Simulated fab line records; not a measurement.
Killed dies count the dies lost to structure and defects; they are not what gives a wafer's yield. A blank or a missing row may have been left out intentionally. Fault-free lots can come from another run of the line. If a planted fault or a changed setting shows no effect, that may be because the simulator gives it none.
Chamber matching    flow n5Finfet    rieDiel-03 running N5_BEOL_M3_STRIP_36: 4 sister chambers
The step strips in N2/H2. 8 wafers are shown with their chamber, then 11 later ones without.

== WAFERS WITH THEIR CHAMBER ==
wafer   chamber  showerheadPlenumPTorr (Torr)  drypumpMotorCurrentA (A)
L080.5  1        2.69                          5.4
L082.2  2        2.51                          5.3
L082.4  1        2.68                          5.4
L082.5  0        2.53                          5.1
L084.1  3        2.61                          6.3
L084.4  0        2.53                          5.1
L084.6  2        2.51                          5.3
L092.1  3        2.61                          6.4

== WAFERS WHOSE CHAMBER IS MISSING ==
wafer   showerheadPlenumPTorr (Torr)  drypumpMotorCurrentA (A)
L092.2  2.53                          5.1
L092.3  2.51                          5.3
L091.1  2.68                          5.4
L091.2  2.51                          5.3
L091.4  2.53                          5.1
L096.3  2.51                          5.3
L096.5  2.51                          5.3
L096.6  2.68                          5.3
L097.2  2.67                          5.4
L097.3  2.52                          5.1
L097.5  2.52                          5.1

== WHICH CHAMBER EACH WENT THROUGH ==
wafer   from the rows above  in truth
L092.2  0                    0
L092.3  2                    2
L091.1  1                    1
L091.2  2                    2
L091.4  0                    0
L096.3  2                    2
L096.5  2                    2
L096.6  1                    1
L097.2  1                    1
L097.3  0                    0
L097.5  0                    0
Correct placement for 11 of the 11. From these rows, 0 cannot be placed. 0 placed wrongly.
How it was worked out, from the rows above alone: a wafer's distance from a chamber is the root of the sum, over the readings, of the square of ((its reading less the chamber's mean) divided by the reading's scatter). If the next closest chamber is less than 2 further off than the closest, the wafer can't be placed; otherwise it belongs to the closest. The mean given for a chamber averages the wafers shown for that chamber. The scatter: the root of (the sum of the squares of (reading less its chamber's mean) over the shown wafers, divided by (wafers less chambers)).
